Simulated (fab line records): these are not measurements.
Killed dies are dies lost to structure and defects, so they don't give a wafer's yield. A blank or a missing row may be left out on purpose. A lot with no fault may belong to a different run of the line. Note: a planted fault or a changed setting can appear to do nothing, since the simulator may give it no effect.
fab line records	flow n5-finfet
record lots=10	wafers=30	last-day=20
route steps=1938 shown SDB@368 MIM_BOT_ETCH@1868 TV_OPEN@1888 PASSIVATION@1936
lots that met no fault: from a run of the same line without faults
start-h: start of the lot's first displayed wafer, in hours after the record's first day	wait-h: hours elapsed since this lot's preceding step	" unchanged from the row above	L1.1+2: one row covering several wafers at once	- no value present, or no start provided	* or withheld: withheld	< > ~ a bound
route shown NAME@n: a module of which the file shows steps, and the number in the route of the first	usual: mean/standard deviation taken from wafers without a fault	same: alike in all rows	chamber/n: place in a boat	sites: readings site by site	_std_site: standard deviation across them	_edge_site: the outer-site mean with the inner-site mean subtracted	radius-mm: how far each site lies from the wafer's centre	mask NAME#n: copy n	behind: the most recent tool/chamber to have shaped the wafer	hold: the reason the lot was held/the length of the hold in hours/how it ended	device: names the non-switching transistor (n, p or np)	end of line: tests of these same wafers at the route's end	a step with no rows: only its recipe	killed: dies that structure and defects cost at the first sort, which is not the same as the wafer's yield	map: per-die view of a wafer (x killed, . not killed, _ where there is no die)
set.NAME: setting as actually run; set.NAME@STEP: the setting as run at that earlier step	model.NAME: the simulator's own value behind a step, which no gauge read
one table for each step of the route and one row for each wafer, over a sample of lots
services: the hour from which a tool's chamber was out of use, counted from the record's first day as start-h (under 0 if before that day), plus the number of hours and why
## steps
# step N5_SDB_ETCH_25
# recipe chemistry=C4F6/O2	target=SiO2	target-depth-a=100	time-s=3.3	ion-energy-ev=250	mask-material=SiNx	pressure-mtorr=30	source-w=345	bias-w=185	Ar_flow_sccm=300	C4F6_flow_sccm=10	O2_flow_sccm=10
# usual O2_flow_sccm=10.003/0.03	drypump-motor-current-A=5.48/0.22	mfc-ar-sccm=299.8/0.69	oes-product-au=0.80/0.077	rf-vpp-V=669/5	showerhead-plenum-p-Torr=2.85/0.084	throttle-valve-pct=21.11/0.22
# same time-s=3.3
lot.wafer	tool	chamber	start-h	wait-h	O2_flow_sccm	drypump-motor-current-A	mfc-ar-sccm	oes-product-au	rf-hours-counter-h	rf-vpp-V	showerhead-plenum-p-Torr	throttle-valve-pct
L353.1	rie-diel-05	1	76.61	0.0	9.981	5.54	300.9	0.71	218	671	2.92	21.32
L353.5	"	1	"	"	10.028	5.54	299.9	0.70	-	672	2.92	21.33
L353.6	"	2	"	"	10.000	5.87	300.4	0.75	-	675	2.85	21.02
L354.2	rie-diel-06	3	80.66	0.3	10.080	5.36	299.7	0.83	91	673	2.88	21.25
L354.3	"	2	"	"	10.025	5.27	300.4	0.75	156	674	2.85	20.92
L354.5	"	3	"	"	10.024	5.35	299.2	0.84	-	673	2.88	21.23
L356.1	rie-diel-05	3	91.42	0.0	9.971	5.60	299.6	1.00	1	669	2.92	20.98
L356.2	"	2	"	"	10.043	5.91	299.2	0.75	167	676	2.85	21.03
L356.6	"	3	"	"	9.982	5.60	300.6	1.01	-	667	2.92	21.00
L357.3	rie-diel-06	0	98.00	0.0	10.015	5.52	299.7	0.76	151	665	2.74	21.32
L357.5	"	2	"	"	10.031	5.28	299.1	0.75	-	674	2.85	20.94
L357.6	"	1	"	"	10.047	5.85	299.6	0.83	-	668	2.90	20.76
L360.2	rie-diel-06	0	115.54	0.2	10.015	5.54	300.1	0.76	158	664	2.73	21.33
L360.4	"	0	"	"	9.985	5.54	299.5	0.76	-	665	2.73	21.34
L360.5	"	2	"	"	10.022	5.26	300.0	0.74	-	673	2.84	20.92
L362.1	rie-diel-06	3	127.42	0.0	10.002	5.31	300.4	0.81	109	672	2.87	21.24
L362.3	"	0	"	"	9.999	5.53	298.8	0.74	163	666	2.73	21.35
L362.4	"	2	"	"	10.072	5.28	299.9	0.73	173	672	2.84	20.93
L364.2	rie-diel-06	2	140.83	0.0	10.001	5.26	300.4	0.73	179	674	2.84	20.93
L364.4	"	0	"	"	10.017	5.53	299.7	0.75	168	665	2.73	21.35
L364.6	"	3	"	"	9.950	5.32	299.9	0.81	-	672	2.87	21.27
L372.2	rie-diel-03	3	187.46	0.0	9.979	5.32	300.5	0.85	50	669	2.88	21.37
L372.3	"	0	"	"	10.026	5.41	299.5	0.74	168	667	2.84	21.13
L372.5	"	3	"	"	10.011	5.32	299.2	0.86	-	666	2.88	21.37
L374.1	rie-diel-03	1	199.40	0.4	9.995	5.45	299.8	0.87	48	675	2.89	20.80
L374.4	"	0	"	"	9.980	5.46	299.5	0.72	172	665	2.84	21.14
L374.6	"	1	"	"	9.961	5.43	298.2	0.88	-	674	2.89	20.79
L375.1	rie-diel-03	0	207.71	0.5	10.008	5.46	299.7	0.72	174	666	2.84	21.16
L375.4	"	1	"	"	10.011	5.46	301.0	0.87	50	673	2.89	20.79
L375.6	"	0	"	"	10.009	5.45	299.4	0.72	-	667	2.84	21.14
# step N5_MIM_BOT_ETCH_ETCH_00
# recipe chemistry=Cl2/BCl3	target=TiN	target-depth-a=455	ion-energy-ev=150	pressure-mtorr=10	icp-w=1000	bias-w=126	Cl2_flow_sccm=53.25	bcl3-flow-sccm=21.75	Ar_flow_sccm=25
# usual drypump-motor-current-A=5.4/0.47	mfc-ar-sccm=25.00/0.074	mfc-cl2-sccm=53.24/0.16	oes-product-au=0.82/0.074	throttle-valve-pct=21.82/0.16
lot.wafer	tool	chamber	start-h	wait-h	drypump-motor-current-A	mfc-ar-sccm	mfc-cl2-sccm	oes-product-au	rf-hours-counter-h	throttle-valve-pct
L353.1	rie-metal-02	1	304.47	0.1	5.0	25.03	53.29	0.64	109	21.73
L353.5	"	1	"	"	5.0	25.06	53.41	0.64	-	21.73
L353.6	"	0	"	"	6.0	24.99	53.27	0.80	-	21.91
L356.1	rie-metal-01	0	324.28	0.1	5.0	25.04	53.17	0.79	36	21.83
L356.2	"	1	"	"	5.0	25.08	53.22	0.88	9	21.76
L356.6	"	0	"	"	5.0	25.04	53.13	0.79	-	21.83
L357.3	rie-metal-02	0	325.02	0.2	6.1	25.06	53.37	0.80	-	21.92
L357.5	"	0	"	"	6.1	25.01	53.24	0.80	-	21.93
L357.6	"	0	"	"	6.1	25.03	53.06	0.80	-	21.92
L360.2	rie-metal-01	0	330.00	0.1	5.0	24.88	53.40	0.79	38	21.82
L360.4	"	1	"	"	5.0	25.14	53.20	0.87	-	21.74
L360.5	"	0	"	"	5.0	24.92	53.19	0.79	-	21.80
L354.2	rie-metal-02	0	331.12	0.2	6.0	24.89	53.31	0.79	-	21.94
L354.3	"	0	"	"	6.0	24.94	53.21	0.79	-	21.94
L354.5	"	0	"	"	6.1	24.91	52.91	0.79	-	21.94
L362.1	rie-metal-01	1	360.92	0.1	5.0	24.87	53.21	0.86	14	21.75
L362.3	"	1	"	"	5.0	24.98	53.11	0.86	-	21.75
L362.4	"	0	"	"	5.0	25.01	53.02	0.78	-	21.82
L364.2	rie-metal-03	0	382.72	0.1	5.9	24.99	53.18	0.92	8	21.54
L364.4	"	1	"	"	5.4	25.05	52.99	0.75	-	22.07
L364.6	"	1	"	"	5.4	24.90	53.06	0.75	-	22.07
L372.2	rie-metal-01	1	429.81	0.1	5.0	25.08	53.18	0.83	20	21.78
L372.3	"	1	"	"	5.0	25.13	53.17	0.82	-	21.78
L372.5	"	1	"	"	5.0	24.97	53.15	0.83	-	21.78
L375.1	rie-metal-03	1	456.68	0.1	5.4	25.02	53.61	0.74	63	22.08
L375.4	"	1	"	"	5.4	24.96	53.41	0.73	-	22.09
L375.6	"	1	"	"	5.4	25.00	53.35	0.73	-	22.08
L374.1	rie-metal-02	1	470.03	0.1	5.0	24.93	53.32	0.92	8	21.63
L374.4	"	1	"	"	5.0	24.95	53.41	0.92	-	21.64
L374.6	"	1	"	"	5.0	24.88	53.39	0.92	-	21.64
# step N5_MIM_BOT_ETCH_STRIP_01
# recipe chemistry=O2	power-w=600	temp-c=60	pressure-mtorr=30	rf-frequency-hz=6e+07	bias-power-w=0	overash-fraction=0.5	o2-flow-sccm=225
# usual drypump-motor-current-A=5.52/0.24	oes-product-au=0.78/0.086	rf-vpp-V=3.8/1.3	showerhead-plenum-p-Torr=2.09/0.062	throttle-valve-pct=16.68/0.24
lot.wafer	tool	chamber	start-h	wait-h	drypump-motor-current-A	oes-product-au	rf-hours-counter-h	rf-vpp-V	showerhead-plenum-p-Torr	throttle-valve-pct
L353.1	rie-diel-05	2	304.61	0.1	5.93	0.69	240	3.7	2.07	16.64
L353.5	"	1	"	"	5.54	0.86	-	4.8	2.14	16.57
L353.6	"	2	"	"	5.88	0.67	-	3.2	2.07	16.66
L356.1	rie-diel-06	1	324.42	0.1	5.84	0.76	142	6.2	2.09	16.29
L356.2	"	0	"	"	5.55	0.70	238	2.7	1.98	16.99
L356.6	"	3	"	"	5.35	0.76	-	3.8	2.09	16.88
L357.3	rie-diel-06	0	325.20	0.1	5.53	0.71	238	2.5	1.98	16.93
L357.5	"	1	"	"	5.87	0.76	-	3.5	2.09	16.27
L357.6	"	0	"	"	5.53	0.71	-	4.1	1.98	16.98
L360.2	rie-diel-06	0	330.14	0.1	5.54	0.70	240	2.3	1.98	16.98
L360.4	"	3	"	"	5.29	0.75	178	3.4	2.09	16.89
L360.5	"	0	"	"	5.55	0.69	-	1.7	1.98	16.94
L354.2	rie-diel-06	1	331.43	0.3	5.84	0.74	144	1.9	2.09	16.33
L354.3	"	2	"	"	5.27	0.70	237	3.6	2.07	16.59
L354.5	"	0	"	"	5.50	0.70	-	2.4	1.98	16.93
L362.1	rie-diel-05	3	361.14	0.2	5.58	0.82	97	4.5	2.12	16.64
L362.3	"	0	"	"	5.13	0.71	222	2.8	2.16	17.10
L362.4	"	0	"	"	5.11	0.69	-	3.4	2.16	17.09
L364.2	rie-diel-05	2	382.87	0.1	5.87	0.95	6	2.8	2.06	16.21
L364.4	"	3	"	"	5.64	0.82	105	3.5	2.12	16.62
L364.6	"	2	"	"	5.94	0.95	-	5.5	2.06	16.28
L372.2	rie-diel-06	0	429.95	0.1	5.50	0.88	21	2.9	2.23	16.59
L372.3	"	2	"	"	5.24	0.96	15	4.1	2.06	16.18
L372.5	"	3	"	"	5.36	0.71	-	3.3	2.08	16.96
L375.1	rie-diel-03	1	456.86	0.1	5.47	0.77	127	3.3	2.10	16.44
L375.4	"	0	"	"	5.45	0.67	247	4.3	2.07	16.86
L375.6	"	1	"	"	5.47	0.78	-	5.5	2.10	16.40
L374.1	rie-diel-05	1	470.17	0.1	5.49	0.81	94	4.3	2.12	16.69
L374.4	"	2	"	"	5.90	0.88	38	3.3	2.05	16.29
L374.6	"	1	"	"	5.54	0.82	-	5.3	2.12	16.69
# step N5_PASSIVATION_VIA_ETCH_13
# recipe chemistry=CHF3/O2	target=SiO2	target-depth-a=6600	CHF3_flow_sccm=50	O2_flow_sccm=5	Ar_flow_sccm=200	time-s=330	mask-material=PR	pressure-mtorr=30	source-w=650	bias-w=170	ion-energy-ev=200	ends=cleared
# usual O2_flow_sccm=4.997/0.015	drypump-motor-current-A=5.4/0.45	etch-rf-on-time-s=237/4.3	mfc-ar-sccm=200.0/0.57	oes-product-au=0.70/0.083	rf-vpp-V=525/5.4	showerhead-plenum-p-Torr=2.45/0.053	throttle-valve-pct=18.86/0.16
lot.wafer	tool	chamber	start-h	wait-h	O2_flow_sccm	drypump-motor-current-A	etch-rf-on-time-s	mfc-ar-sccm	oes-product-au	rf-hours-counter-h	rf-vpp-V	showerhead-plenum-p-Torr	throttle-valve-pct
L353.1	rie-diel-02	0	306.20	0.0	5.010	5.1	241	200.5	0.60	235	529	2.47	19.09
L353.5	"	3	"	"	5.001	5.5	241	200.1	0.70	-	529	2.52	18.71
L353.6	"	1	"	"	5.004	5.0	240	200.2	0.65	-	520	2.50	18.74
L356.1	rie-diel-04	3	325.86	0.0	5.016	5.6	240	199.9	0.65	185	519	2.39	18.80
L356.2	"	0	"	"	5.012	6.1	233	199.4	0.82	36	534	2.45	18.87
L356.6	"	3	"	"	5.008	5.6	243	200.3	0.66	-	520	2.39	18.80
L357.3	rie-diel-01	3	327.86	0.0	5.008	4.6	232	200.1	0.64	213	524	2.48	18.82
L357.5	"	1	"	"	5.007	5.8	231	199.3	0.85	-	529	2.46	18.85
L357.6	"	0	"	"	4.998	5.5	236	200.3	0.66	-	528	2.49	18.73
L360.2	rie-diel-04	3	331.44	0.0	4.986	5.7	238	200.9	0.66	187	518	2.39	18.81
L360.4	"	0	"	"	4.996	6.1	241	200.6	0.81	37	535	2.45	18.86
L360.5	"	3	"	"	5.006	5.6	242	200.1	0.66	-	518	2.39	18.80
L354.2	rie-diel-02	2	333.46	0.0	4.989	4.8	240	200.1	0.71	112	524	2.52	19.35
L354.3	"	3	"	"	5.004	5.5	238	198.9	0.69	123	526	2.52	18.68
L354.5	"	0	"	"	5.023	5.0	246	200.3	0.59	-	530	2.47	19.07
L362.1	rie-diel-04	1	362.80	0.0	4.986	6.1	231	200.0	0.80	28	528	2.56	18.67
L362.3	"	0	"	"	4.987	6.1	233	198.5	0.79	45	534	2.45	18.88
L362.4	"	2	"	"	4.969	5.5	239	200.0	0.61	248	526	2.37	19.08
L364.2	rie-diel-04	0	387.84	0.0	4.983	6.1	230	200.4	0.79	52	534	2.45	18.89
L364.4	"	1	"	"	5.000	6.1	231	199.8	0.79	-	527	2.56	18.68
L364.6	"	0	"	"	4.981	6.1	235	200.1	0.78	-	535	2.45	18.89
L372.2	rie-diel-01	3	431.66	0.0	5.003	4.7	238	200.6	0.62	235	524	2.48	18.85
L372.3	"	2	"	"	4.988	5.0	236	199.0	0.63	226	517	2.38	19.10
L372.5	"	1	"	"	4.989	5.7	236	198.8	0.78	-	530	2.45	18.89
L375.1	rie-diel-02	3	458.64	0.0	4.990	5.5	233	199.5	0.68	159	526	2.50	18.78
L375.4	"	1	"	"	5.006	5.1	240	200.1	0.63	235	519	2.48	18.80
L375.6	"	1	"	"	5.003	5.1	239	200.6	0.62	-	521	2.48	18.79
L374.1	rie-diel-04	2	472.00	0.0	4.976	5.5	237	199.1	0.80	26	526	2.36	18.73
L374.4	"	3	"	"	4.987	5.6	236	200.5	0.63	229	518	2.38	18.86
L374.6	"	0	"	"	5.004	6.1	239	199.8	0.76	-	534	2.43	18.93
# step N5_PASSIVATION_PROBE_49
# usual killed_at_M0_to_M3=36/11	killed_at_M4_up=13/5.1	killed-at-contacts=14/4.9	killed-at-front-end=41/10	killed-at-other=3.4/2.6	killed-dies=107/16	killed-on-rim=14/4	killed-open=70/11	killed-short=36/7.8
# same gross-dies=1180	killed-at-back-side=0
lot.wafer	tool	chamber	start-h	wait-h	killed_at_M0_to_M3	killed_at_M4_up	killed-at-contacts	killed-at-front-end	killed-at-other	killed-dies	killed-on-rim	killed-open	killed-short
L362.1	prober-02	-	369.12	0.0	25	3	27	36	1	92	12	61	30
L362.3	prober-02	-	369.22	0.1	27	10	18	40	6	101	15	69	27
L362.4	prober-02	-	369.27	0.2	37	11	9	48	0	105	15	68	36
L364.2	prober-02	-	393.96	0.1	42	17	16	45	3	123	18	81	40
L364.4	prober-02	-	394.06	0.2	35	11	11	30	4	91	12	61	28
L364.6	prober-02	-	394.16	0.3	47	15	7	114	0	183	33	66	30
# killed by level:class
L362.1 MOL_CONTACT_COAG:geometric-particle:open=23 FIN_SAQP:geometric-particle:short=15 FIN_SAQP:geometric-particle:open=10 BEOL_M1:geometric-particle:open=9 BEOL_M0_SAQP:geometric-particle:open=5 MOL_CONTACT_COAG:geometric-particle:short=4 BEOL_M3:geometric-particle:open=4 ILD0:geometric-particle:short=3
L362.3 FIN_SAQP:geometric-particle:open=20 MOL_CONTACT_COAG:geometric-particle:open=15 FIN_SAQP:geometric-particle:short=6 BEOL_M2:geometric-particle:short=5 BEOL_M3:geometric-particle:open=4 BEOL_M0_SAQP:geometric-particle:short=4 BEOL_M0_SAQP:geometric-particle:open=4 PASS1_DEP:geometric-particle:open=4
L362.4 FIN_SAQP:geometric-particle:open=14 FIN_SAQP:geometric-particle:short=10 BEOL_M4:geometric-particle:open=8 BEOL_M0_SAQP:geometric-particle:open=8 MOL_CONTACT_COAG:geometric-particle:open=7 BEOL_M0_SAQP:geometric-particle:short=7 ILD0:geometric-particle:short=6 BEOL_M0:geometric-particle:open=6
L364.2 MOL_CONTACT_COAG:geometric-particle:open=14 FIN_SAQP:geometric-particle:open=10 BEOL_M1:geometric-particle:open=8 BEOL_M0_SAQP:geometric-particle:short=7 FIN_SAQP:geometric-particle:short=6 GATE_CUT:geometric-particle:open=6 DUMMY_GATE:geometric-particle:open=5 BEOL_M0_SAQP:geometric-particle:open=5
L364.4 MOL_CONTACT_COAG:geometric-particle:open=8 FIN_SAQP:geometric-particle:open=7 FIN_SAQP:geometric-particle:short=6 BEOL_M4:geometric-particle:open=6 BEOL_M0:geometric-particle:open=5 BEOL_M0_SAQP:geometric-particle:short=5 BEOL_M1:geometric-particle:open=5 STI_FIN_REVEAL:geometric-particle:open=4
L364.6 SDB:unspecified=83 BEOL_M0_SAQP:geometric-particle:short=12 BEOL_M0_SAQP:geometric-particle:open=11 BEOL_M3:geometric-particle:open=9 BEOL_M2:geometric-particle:open=9 STI_FIN_REVEAL:geometric-particle:open=7 BEOL_M8:geometric-particle:open=5 FIN_SAQP:geometric-particle:open=4
## services
tool	chamber	start-h	hours	kind
rie-diel-03	2	52.97	7.7	repair
rie-diel-04	3	87.56	2.5	repair
rie-metal-01	1	92.32	11.1	repair
rie-metal-01	-	92.95	2.8	pm
rie-diel-06	1	110.57	8.0	repair
rie-metal-01	1	154.16	10.1	repair
rie-metal-01	-	169.85	1.4	pm
rie-diel-04	1	180.16	11.0	repair
rie-diel-05	2	191.71	1.3	repair
rie-metal-02	-	251.55	0.3	repair
rie-diel-06	2	285.04	20.5	repair
rie-diel-03	1	290.99	9.8	repair
rie-diel-05	0	297.70	19.9	repair
rie-diel-06	0	300.01	1.3	repair
rie-diel-06	3	303.75	16.3	repair
rie-diel-06	2	311.68	4.3	repair
rie-diel-06	-	315.30	0.9	repair
rie-diel-05	1	340.08	4.4	repair
rie-diel-05	2	342.03	3.2	repair
rie-metal-02	-	348.74	14.6	pm
rie-diel-05	1	387.25	21.5	repair
rie-diel-06	3	398.74	2.8	repair
rie-diel-04	2	404.85	1.6	repair
rie-diel-04	-	436.28	2.6	repair
## key
first-sign step=N5_PASSIVATION_PROBE_49	reading=killed-at-front-end	direction=up	sigmas=7.2	usual=41	struck=114
effect step=N5_PASSIVATION_PROBE_49	reading=killed-dies	direction=up	sigmas=4.8	usual=107	struck=183
more-kills-born-at N5_SDB_ETCH_25@rie-diel-06=83
met-at N5_SDB_ETCH_25
struck-lots L364
struck-wafers L364.6
tester-left-out L364
not-acting-at N5_MIM_BOT_ETCH_ETCH_00,N5_MIM_BOT_ETCH_STRIP_01,N5_PASSIVATION_VIA_ETCH_13
onset-between 127.42 140.83
fault kind=chamber-particle-source	tool=rie-diel-06	chamber=3	onset-h=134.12	steps=N5_SDB_ETCH_25	rate-per-visit-cm2=0.44918	end-h=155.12
# tester-left-out: of these lots the tester's yield and bins aren't shown, on N5 and GAA mostly nor the transistor test; their killed dies are dies lost to structure and defects alone, not to doping, threshold or leakage, so they don't give the yield
